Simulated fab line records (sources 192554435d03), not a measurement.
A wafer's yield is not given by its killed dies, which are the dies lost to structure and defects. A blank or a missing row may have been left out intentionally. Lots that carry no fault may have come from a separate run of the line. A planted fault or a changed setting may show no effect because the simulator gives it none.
fab line records	flow n5-finfet
record lots=6	wafers=18	last-day=16
route steps=1938 shown BEOL_M12@1655 BEOL_M13@1659
lots that met no fault: taken from a fault-free run of the same line
start-h: hours from the record's first day to the start of the lot's first wafer shown	wait-h: time in hours since the lot's previous step	" repeats the value in the row above	L1.1+2: several wafers, shown together as one row	- no value, or no start given	* or withheld: withheld	< > ~ a bound
route shown NAME@n: NAME is a module with steps in the file, n the number in the route of the first one	usual: average and standard deviation across the fault-free wafers	same: alike in all rows	chamber/n: place in a boat	sites: the reading at each site	_std_site: the standard deviation of these	_edge_site: the outer-site mean with the inner-site mean subtracted	radius-mm: for every site, how far away it sits from the centre of the wafer	mask NAME#n: copy n	behind: tool/chamber where the wafer was last shaped	hold: why the lot was held/for how many hours/how that ended	device: the n, p or np transistor that did not switch	end of line: at the end of the route, the tests of the same wafers	a step without rows: its recipe alone	killed: dies that structure and defects cost at the first sort, which is not the same as the wafer's yield	map: shows each die of a wafer: x if killed, . if not, _ if none is there
set.NAME: the setting as run; set.NAME@STEP: as run at that earlier step	model.NAME: the simulator's own value behind a step, which no gauge read
lots at selected steps of the route; one table per step, one row per wafer
services: when a tool's chamber went out of use (start-h, in hours from the record's first day, below 0 if earlier), for how many hours, and the reason
## steps
# step N5_BEOL_M12_PRE_CLEAN_52
# recipe gas=NH3	time-s=15	temp-c=withheld	rf-power-w=300
# step N5_BEOL_M12_DEP_53
# recipe material=SiCN	target-thk-a=300	temp-c=withheld	precursor=3MS/NH3	pressure-torr=3	rf-w=675	time-s=10.5
# usual showerhead-plenum-p-Torr=4.168/0.018	throttle-valve-pct=17.3/0.89
lot.wafer	tool	chamber	start-h	wait-h	showerhead-plenum-p-Torr	since-wet-clean-h	throttle-valve-pct
L873.3	pecvd-02	1	267.61	0.0	4.155	1696	18.0
L873.4	"	0	"	"	4.185	-	17.7
L873.5	"	1	"	"	4.138	-	17.7
L874.1	pecvd-03	1	283.70	0.0	4.180	2075	17.8
L874.2	"	0	"	"	4.185	1350	17.6
L874.5	"	1	"	"	4.184	-	18.2
L878.4	pecvd-01	0	284.43	0.0	4.135	-	18.2
L878.5	"	2	"	"	4.138	-	16.5
L878.6	"	1	"	"	4.182	-	17.5
L884.1	pecvd-01	0	338.90	0.0	4.133	862	18.4
L884.2	"	2	"	"	4.158	108	16.6
L884.5	"	0	"	"	4.143	-	18.5
L887.2	pecvd-03	1	343.79	0.0	4.180	2135	17.9
L887.3	"	2	"	"	4.166	656	16.0
L887.6	"	0	"	"	4.187	-	17.4
L889.1	pecvd-02	1	354.34	0.0	4.147	1783	17.6
L889.3	"	0	"	"	4.190	-	17.8
L889.4	"	1	"	"	4.153	-	17.9
# step N5_BEOL_M12_RS_MEAS_54
# recipe thk-meas-gauge=four-point-probe	reads=Cu_of_BEOL_M12_ECD_47+Ta_of_BEOL_M12_SPUTTER_44+TaN_of_BEOL_M12_SPUTTER_43
# usual M12_RS=0.0599/0.0013
lot.wafer	tool	chamber	start-h	wait-h	M12_RS[ohm/sq]
L873.3	film-metro-01	-	267.67	0.0	0.0611
L873.4	"	-	"	"	0.0582
L873.5	"	-	"	"	0.0603
L874.1	film-metro-01	-	283.76	0.0	0.0611
L874.2	"	-	"	"	0.0595
L874.5	"	-	"	"	0.0588
L878.4	film-metro-02	-	284.49	0.0	0.0611
L878.5	"	-	"	"	0.0585
L878.6	"	-	"	"	0.0586
L884.1	film-metro-02	-	338.96	0.0	0.0578
L884.2	"	-	"	"	0.0605
L884.5	"	-	"	"	0.0607
L887.2	film-metro-01	-	343.85	0.0	0.0576
L887.3	"	-	"	"	0.0593
L887.6	"	-	"	"	0.0587
L889.1	film-metro-02	-	354.42	0.1	0.0597
L889.3	"	-	"	"	0.0601
L889.4	"	-	"	"	0.0594
# step N5_BEOL_M12_INSPECT_55
# recipe inspect-instrument=darkfield	mode=post-dep
# usual raw-defect-count=78/28
lot.wafer	tool	chamber	start-h	wait-h	raw-defect-count
L873.3	defect-inspect-01	-	267.70	0.0	101
L873.4	"	-	"	"	59
L873.5	"	-	"	"	106
L874.1	defect-inspect-01	-	283.79	0.0	92
L874.2	"	-	"	"	101
L874.5	"	-	"	"	90
L878.4	defect-inspect-01	-	284.51	0.0	131
L878.5	"	-	"	"	90
L878.6	"	-	"	"	123
L884.1	defect-inspect-02	-	338.99	0.0	59
L884.2	"	-	"	"	67
L884.5	"	-	"	"	78
L887.2	defect-inspect-02	-	343.88	0.0	46
L887.3	"	-	"	"	44
L887.6	"	-	"	"	35
L889.1	defect-inspect-01	-	354.44	0.0	59
L889.3	"	-	"	"	52
L889.4	"	-	"	"	70
# step N5_BEOL_M13_ILD_DEP_00
# recipe material=SiOC	target-thk-a=8379.2	temp-c=350	precursor=DEMS/O2	pressure-torr=5	rf-w=500	time-s=166.4
# usual heater-power-w=501/84	showerhead-plenum-p-Torr=5.703/0.012	throttle-valve-pct=11.8/0.8
lot.wafer	tool	chamber	start-h	wait-h	heater-power-w	showerhead-plenum-p-Torr	since-wet-clean-h	throttle-valve-pct
L873.3	pecvd-04	1	267.73	0.0	479	5.703	1878	13.4
L873.4	"	0	"	"	487	5.708	-	12.2
L873.5	"	2	"	"	550	5.696	-	11.9
L874.1	pecvd-03	0	283.82	0.0	673	5.685	1350	11.6
L874.2	"	1	"	"	668	5.708	2075	12.3
L874.5	"	1	"	"	525	5.711	-	11.8
L878.4	pecvd-03	0	284.61	0.1	704	5.691	-	11.3
L878.5	"	2	"	"	444	5.703	-	10.5
L878.6	"	1	"	"	633	5.691	-	12.0
L884.1	pecvd-04	1	339.03	0.0	468	5.706	1949	13.3
L884.2	"	2	"	"	553	5.714	470	11.9
L884.5	"	2	"	"	445	5.709	-	12.0
L887.2	pecvd-02	2	343.91	0.0	524	5.696	294	11.2
L887.3	"	1	"	"	436	5.695	1773	11.7
L887.6	"	2	"	"	553	5.701	-	11.2
L889.1	pecvd-03	1	354.48	0.0	638	5.717	2146	12.0
L889.3	"	0	"	"	685	5.707	1421	11.5
L889.4	"	2	"	"	479	5.688	-	10.4
# step N5_BEOL_M13_THK_MEAS_01
# recipe reads=SiOC_of_BEOL_M13_ILD_DEP_00
# usual M13_ILD_THK=832/13
lot.wafer	tool	chamber	start-h	wait-h	M13_ILD_THK[nm]
L873.3	film-metro-01	-	267.89	0.1	826
L873.4	"	-	"	"	827
L873.5	"	-	"	"	845
L874.1	film-metro-01	-	283.97	0.1	824
L874.2	"	-	"	"	838
L874.5	"	-	"	"	846
L878.4	film-metro-02	-	284.70	0.0	832
L878.5	"	-	"	"	844
L878.6	"	-	"	"	849
L884.1	film-metro-01	-	339.18	0.1	825
L884.2	"	-	"	"	819
L884.5	"	-	"	"	822
L887.2	film-metro-02	-	344.06	0.1	807
L887.3	"	-	"	"	814
L887.6	"	-	"	"	843
L889.1	film-metro-02	-	354.63	0.1	841
L889.3	"	-	"	"	835
L889.4	"	-	"	"	829
# step N5_BEOL_M13_COAT_58
# recipe resist=BARC	temp-c=205	time-s=60	spin-rpm=1500	resist-thk-nm=89
# step N5_BEOL_M13_COAT_04
# recipe spin-rpm=1625	resist-thk-nm=400
# step N5_BEOL_M13_EBR_06
# recipe solvent=PGMEA	ebr-width-mm=1.5
# step N5_BEOL_M13_SOFTBAKE_05
# recipe temp-c=130	time-s=60
# step N5_BEOL_M13_EXPOSE_07
# recipe mask-id=V12	na=0.93	source-shape=conventional	sigma-outer=0.6	polarization=unpolarized	attpsm-phase-deg=180	dose-mj=24.8
# step N5_BEOL_M13_PEB_08
# recipe peb-temp-c=130	peb-time-s=90
# step N5_BEOL_M13_DEVELOP_09
# recipe develop-time-s=45	rinse-liquid=diw	dry=air-spin	dev-temp-c=21
# usual chill-plate-temp-C=23.01/0.11	develop-time-s=45/0	developer-temp-C=20.99/0.11
lot.wafer	tool	chamber	start-h	wait-h	chill-plate-temp-C	develop-time-s	developer-temp-C	model.coat_of_BEOL_M13_COAT_04.thk-nm
L873.3	litho-track-03	0	268.20	-	23.16	45	21.11	387
L873.4	"	0	"	"	23.16	45	21.05	383.8
L873.5	"	0	"	"	23.09	45	21.01	386.2
L874.1	litho-track-01	-	284.29	-	-	-	-	398.6
L874.2	"	-	"	"	-	-	-	397.8
L874.5	"	-	"	"	-	-	-	399
L878.4	litho-track-05	-	285.02	-	-	-	-	402
L878.5	"	-	"	"	-	-	-	400.2
L878.6	"	-	"	"	-	-	-	400.4
L884.1	litho-track-05	0	339.37	-	23.16	45	21.08	386.4
L884.2	"	0	"	"	23.08	45	21.00	387.4
L884.5	"	0	"	"	23.10	45	21.06	386
L887.2	litho-track-03	0	344.38	-	23.19	45	21.23	385.8
L887.3	"	0	"	"	23.02	45	21.18	387.6
L887.6	"	0	"	"	23.07	45	21.23	385.4
L889.1	litho-track-01	0	354.82	-	23.09	45	21.10	384.6
L889.3	"	0	"	"	22.85	45	21.08	383.4
L889.4	"	0	"	"	23.09	45	20.98	384.6
# step N5_BEOL_M13_HARDBAKE_14
# recipe temp-c=130	time-s=120
## services
tool	chamber	start-h	hours	kind
pecvd-02	-	256.38	0.4	repair
pecvd-01	-	262.33	14.6	pm
pecvd-03	0	284.83	5.5	scheduled-down
pecvd-04	1	296.97	5.5	scheduled-down
pecvd-02	2	316.73	9.6	repair
pecvd-02	0	322.53	2.1	scheduled-down
pecvd-04	2	326.42	2.1	scheduled-down
pecvd-03	1	334.05	5.2	repair
pecvd-02	1	335.68	2.1	scheduled-down
pecvd-02	2	347.48	3.2	repair
pecvd-02	2	350.87	5.5	scheduled-down
## key
first-sign step=N5_BEOL_M13_DEVELOP_09	reading=tool-record	direction=missing
effect none on later readings
model-effect step=N5_BEOL_M13_DEVELOP_09	value=coat_of_BEOL_M13_COAT_04.thk-nm	without=385.5	struck=399.7
met-at N5_BEOL_M13_DEVELOP_09
struck-wafers L874.1,L874.2,L874.5,L878.4,L878.5,L878.6
later-rows-left-out L874.1,L874.2,L874.5,L878.4,L878.5,L878.6
sort-left-out L874.1,L874.2,L874.5,L878.4,L878.5,L878.6
fault kind=skipped-step-whole	tool=litho-track-01,litho-track-05	chamber=-	onset-h=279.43	steps=N5_BEOL_M13_DEVELOP_09	scope=struck-lots-only
# sort-left-out: the simulated sort isn't trusted on such a fault, so these wafers' sort isn't shown, and their yield isn't known
# later-rows-left-out: the simulator's readings of these wafers behind a module that went badly wrong aren't trusted and aren't shown, but for the sort
